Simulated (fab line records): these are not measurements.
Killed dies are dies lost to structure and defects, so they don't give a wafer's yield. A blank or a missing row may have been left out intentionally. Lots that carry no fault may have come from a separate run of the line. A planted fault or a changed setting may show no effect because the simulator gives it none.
Comparing a struck lot with a sound one | flow nand-harc | 18 steps out of a route of 1302
Sound: wafers L939.3, L939.4, L939.6. Struck: wafers L949.1, L949.2, L949.3. At the end, the cause is stated.
Each step with rows lists, per side, the tool, then ch with its chambers, then its first start. Under that, the readings that differ: sound wafers | struck wafers | difference of the means | sigmas: that difference in standard deviations of wafers without a fault.
alike: readings whose means differ by less than 2 such deviations, and words and numbers that are the same on both sides. not compared: withheld readings, readings that some wafer has no value for, bounds like >300 that may hide the same value, and numbers for which the record gives no deviation and whose values overlap.
The two part at a step that has a row with sigmas, a row that says differs or no value, or rows on one side only. When numbers do not overlap yet have no deviation, they are printed without sigmas and do not part them. A reading missing from all wafers of one side parts the sides only when that side holds two or more wafers.

NHARC_P_ZERO_WELL_CD_MEAS_24: target cd 720 nm.
  sound on cd-sem-02 ch 0, day 1 22:35; struck on cd-sem-01 ch 0, day 6 02:26
  alike: cd-nm
then, 1 step without rows for these wafers: NHARC_P_ZERO_WELL_HARDBAKE_25 (time 80 s).
NHARC_P_ZERO_WELL_DESCUM_26: chemistry O2, time 3 s.
  sound on rie-diel-02 ch 0,1, day 1 22:46; struck on rie-diel-10 ch 1,2,3, day 6 02:37
  alike: drypump-motor-current-A, mfc-ar-sccm, oes-product-au, rf-vpp-V, showerhead-plenum-p-Torr, throttle-valve-pct
  not compared: rf-hours-counter-h
then, 9 steps without rows for these wafers: NHARC_P_ZERO_WELL_IMPLANT_27; NHARC_P_ZERO_WELL_IMPLANT_57; NHARC_P_ZERO_WELL_IMPLANT_58; NHARC_P_ZERO_WELL_STRIP_28 (strips in SPM, time 840 s); NHARC_P_ZERO_WELL_DEHYDRATE_29 (time 120 s); NHARC_P_ZERO_WELL_HMDS_30 (time 30 s); NHARC_P_ZERO_WELL_COAT_31; NHARC_P_ZERO_WELL_SOFTBAKE_32 (time 95 s); NHARC_P_ZERO_WELL_EBR_33.
NHARC_P_ZERO_WELL_EXPOSE_34: exposes mask P PWELL, target cd 720 nm.
  sound on krf-scanner-01 ch 0, day 1 23:58; struck on krf-scanner-01 ch 0, day 6 03:55
  reading | sound                         | struck                                 | difference | sigmas
  mask    | P_PWELL#0 P_PWELL#0 P_PWELL#0 | P_PWELL_R1#0 P_PWELL_R1#0 P_PWELL_R1#0 | differs    |
  alike: reticle-temp-C
then, 2 steps without rows for these wafers: NHARC_P_ZERO_WELL_PEB_35 (peb time 85 s); NHARC_P_ZERO_WELL_DEVELOP_36 (time 70 s).
NHARC_P_ZERO_WELL_CD_MEAS_37: target cd 720 nm.
  sound on cd-sem-02 ch 0, day 2 00:07; struck on cd-sem-02 ch 0, day 6 04:04
  reading    | sound             | struck            | difference | sigmas
  cd-nm (nm) | 720.9 720.7 724.3 | 764.5 770.8 768.4 | +45.9      | +22
then, 1 step without rows for these wafers: NHARC_P_ZERO_WELL_HARDBAKE_38 (time 80 s).
-- jump in the record: it breaks off in module P_ZERO_WELL and resumes in module END (first step shown: number 1302 of the route), and 23 days separate the struck wafers' starts before and after --
NHARC_END_SORT_01:
  here the record holds rows for the struck wafers (prober-01 ch 0, day 28 19:05) but none for the sound ones

== WHERE THEY PART ==
At NHARC_P_ZERO_WELL_EXPOSE_34 first; at NHARC_END_SORT_01 last (within this record only).

WHY: what the simulator had put in
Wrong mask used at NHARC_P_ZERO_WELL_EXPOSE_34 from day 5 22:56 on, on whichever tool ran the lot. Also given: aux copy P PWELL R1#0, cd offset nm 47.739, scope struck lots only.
